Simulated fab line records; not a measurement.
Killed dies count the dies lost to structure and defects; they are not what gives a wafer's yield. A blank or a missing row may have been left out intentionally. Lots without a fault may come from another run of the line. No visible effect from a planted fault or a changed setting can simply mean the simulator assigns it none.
A single fault, viewed from 3 desks :: flow n5-finfet :: every desk sees just its own numbers, and what lay behind them comes last

AT THE TOOL OWNER'S DESK: rie-diel-03
The tool's own readings at N5_BEOL_M9_STRIP_36 (strips in N2/H2): means of the sampled wafers that have a number, for each lot that ran on this tool. If a lot's mean is further than 4 standard deviations from the usual mean, the lot is out of limits and carries the mark OUT (the distance appears in the brackets).
Columns: A = drypump-motor-current-A at N5_BEOL_M9_STRIP_36, usual 5.7 A; B = h2-flow-sccm at N5_BEOL_M9_STRIP_36, usual 200.0 sccm; C = oes-product-au at N5_BEOL_M9_STRIP_36, usual 0.76 a.u.; D = power-w at N5_BEOL_M9_STRIP_36, usual 449.9 W; E = rf-vpp-V at N5_BEOL_M9_STRIP_36, usual 59.0 V; F = showerhead-plenum-p-Torr at N5_BEOL_M9_STRIP_36, usual 2.50 Torr; G = throttle-valve-pct at N5_BEOL_M9_STRIP_36, usual 23.8 %
lot: L327
first seen here: day 11 03:17
A: 5.6
B: 199.3
C: 0.87
D: 450.3
E: 57.8
F: 2.45
G: 23.8

lot: L339
first seen here: day 14 20:16
A: 5.4
B: 199.9
C: 0.84
D: 474.0 (+17) OUT
E: 59.5
F: 2.46
G: 24.0

lot: L340
first seen here: day 14 23:11
A: 5.4
B: 200.1
C: 0.83
D: 472.4 (+16) OUT
E: 58.3
F: 2.45
G: 24.0
This desk's verdict: out of limits on L339, L340, starting with L339 at day 14 20:16 (power-w at N5_BEOL_M9_STRIP_36). L327 stayed within limits.

THE DEFECT DESK
Per lot, the means of the sampled wafers with a number show what the inspections along the route counted. If a lot's mean is further than 4 standard deviations from the usual mean, the lot is out of limits and carries the mark OUT (the distance appears in the brackets).
Columns: A = raw-defect-count at N5_BEOL_M9_INSPECT_30, usual 421
lot: L324
first seen here: day 11 00:43
A: 361

lot: L327
first seen here: day 11 02:58
A: 413

lot: L339
first seen here: day 14 19:59
A: 434

lot: L340
first seen here: day 14 22:53
A: 426

lot: L342
first seen here: day 15 02:50
A: 376

lot: L344
first seen here: day 15 07:19
A: 365
This desk's verdict: no lot among the 6 shows anything out of limits.

FROM THE METROLOGY DESK
What the gauges read, lot by lot, whatever tool the lot ran on: means of the sampled wafers that have a number. If a lot's mean is further than 4 standard deviations from the usual mean, the lot is out of limits and carries the mark OUT (the distance appears in the brackets).
Columns: A = cd-nm at N5_BEOL_M9_CD_MEAS_28, usual 69.86 nm; B = V8_OVL at N5_BEOL_M9_OVL_MEAS_29, usual 0.2 nm
lot: L324
first seen here: day 11 00:38
A: 69.49
B: 1.1

lot: L327
first seen here: day 11 02:52
A: 70.01
B: 0.3

lot: L339
first seen here: day 14 19:54
A: 70.03
B: -0.3

lot: L340
first seen here: day 14 22:47
A: 69.83
B: -0.3

lot: L342
first seen here: day 15 02:45
A: 69.89
B: 0.4

lot: L344
first seen here: day 15 07:13
A: 69.63
B: 0.3
This desk's verdict: no lot among the 6 shows anything out of limits.

PUT TOGETHER
The tool owner's desk could have raised an alarm at day 14 20:16, on L339, L340.
Nothing out of limits was seen by the defect desk.
From the metrology desk's view, nothing was out of limits.
The defect desk has L339, L340 on record, within its limits.
The metrology desk holds a record of L339, L340, inside its limits.
Of the lots named, all ran N5_BEOL_M9_STRIP_36 on rie-diel-03.

WHAT THE SIMULATOR HAD PUT IN
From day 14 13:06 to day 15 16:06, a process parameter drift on rie-diel-03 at N5_BEOL_M9_STRIP_36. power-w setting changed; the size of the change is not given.
Lots struck among those shown: L339, L340.
Each desk's first reading out of limits, in hours after the fault started: the tool owner's desk, 7.
